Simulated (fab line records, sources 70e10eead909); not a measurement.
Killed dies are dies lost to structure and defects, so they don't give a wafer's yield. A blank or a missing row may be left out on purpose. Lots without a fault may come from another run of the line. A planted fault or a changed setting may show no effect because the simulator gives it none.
Chamber matching | flow nand_harc | NHARC_P_GATE_ETCH_104 on rie_diel-09: 4 sister chambers
The step etches the open film in CF4/CHF3, target depth 60 nm. 4 wafers are shown with their chamber, then 8 later ones without.

WAFERS WITH THEIR CHAMBER
wafer  | chamber | showerhead_plenum_p_Torr (Torr)
L813.2 | 2       | 1.68
L813.3 | 0       | 1.55
L813.6 | 3       | 1.64
L815.1 | 1       | 1.66

WAFERS WITHOUT THEIR CHAMBER
wafer  | showerhead_plenum_p_Torr (Torr)
L815.4 | 1.68
L815.6 | 1.66
L827.2 | 1.68
L827.4 | 1.64
L827.5 | 1.64
L831.2 | 1.54
L831.3 | 1.68
L831.5 | 1.66

WHICH CHAMBER EACH WENT THROUGH
wafer  | from the rows above | in truth
L815.4 | 2                   | 2
L815.6 | 1                   | 1
L827.2 | 2                   | 2
L827.4 | 3                   | 3
L827.5 | 3                   | 3
L831.2 | 0                   | 0
L831.3 | 2                   | 2
L831.5 | 1                   | 1
Placed correctly: 8 of 8. Can't be placed from these rows: 0. Placed wrongly: 0.
How it was worked out, from the rows above alone: a wafer's distance from a chamber is the root of the sum, over the readings, of the square of ((its reading less the chamber's mean) divided by the reading's scatter). The wafer belongs to the nearest chamber; if the next one is less than 2 further off, it can't be placed. A chamber's mean is the mean of its shown wafers. The scatter: with one shown wafer a chamber, the root of the mean of the squares of how far each hidden wafer lies from its nearest shown one.
